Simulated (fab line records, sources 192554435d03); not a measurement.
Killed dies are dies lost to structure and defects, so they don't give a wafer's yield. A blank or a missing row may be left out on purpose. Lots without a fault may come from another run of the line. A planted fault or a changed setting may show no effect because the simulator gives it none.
Chamber matching | flow n5_finfet | N5_BEOL_M0_SAQP_ALD_48 on ald_sin-02: 4 sister chambers
The step deposits SiO2, target thk 20 nm, pulse time 1 s, co reactant pulse time 1 s. 4 wafers are shown with their chamber, then 12 later ones without.

WAFERS WITH THEIR CHAMBER
wafer  | chamber | heater_power_w (W)
L083.1 | 3       | 78
L083.3 | 2       | 80
L088.1 | 1       | 64
L088.5 | 0       | 69

WAFERS WITHOUT THEIR CHAMBER
wafer  | heater_power_w (W)
L089.3 | 80
L089.5 | 67
L089.6 | 64
L091.1 | 68
L091.2 | 78
L091.4 | 81
L095.1 | 67
L095.2 | 80
L095.3 | 69
L095.4 | 79
L095.5 | 80
L095.6 | 70

WHICH CHAMBER EACH WENT THROUGH
wafer  | from the rows above     | in truth
L089.3 | 2                       | 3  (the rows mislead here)
L089.5 | can't be placed: 0 or 1 | 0
L089.6 | 1                       | 1
L091.1 | 0                       | 0
L091.2 | 3                       | 3
L091.4 | 2                       | 2
L095.1 | can't be placed: 0 or 1 | 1
L095.2 | 2                       | 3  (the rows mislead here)
L095.3 | 0                       | 0
L095.4 | can't be placed: 2 or 3 | 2
L095.5 | 2                       | 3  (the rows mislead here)
L095.6 | 0                       | 0
Placed correctly: 6 of 12. Can't be placed from these rows: 3 (the true chamber is among the candidates in 3). Placed wrongly: 3.
How it was worked out, from the rows above alone: a wafer's distance from a chamber is the root of the sum, over the readings, of the square of ((its reading less the chamber's mean) divided by the reading's scatter). The wafer belongs to the nearest chamber; if the next one is less than 2 further off, it can't be placed. A chamber's mean is the mean of its shown wafers. The scatter: with one shown wafer a chamber, the root of the mean of the squares of how far each hidden wafer lies from its nearest shown one.
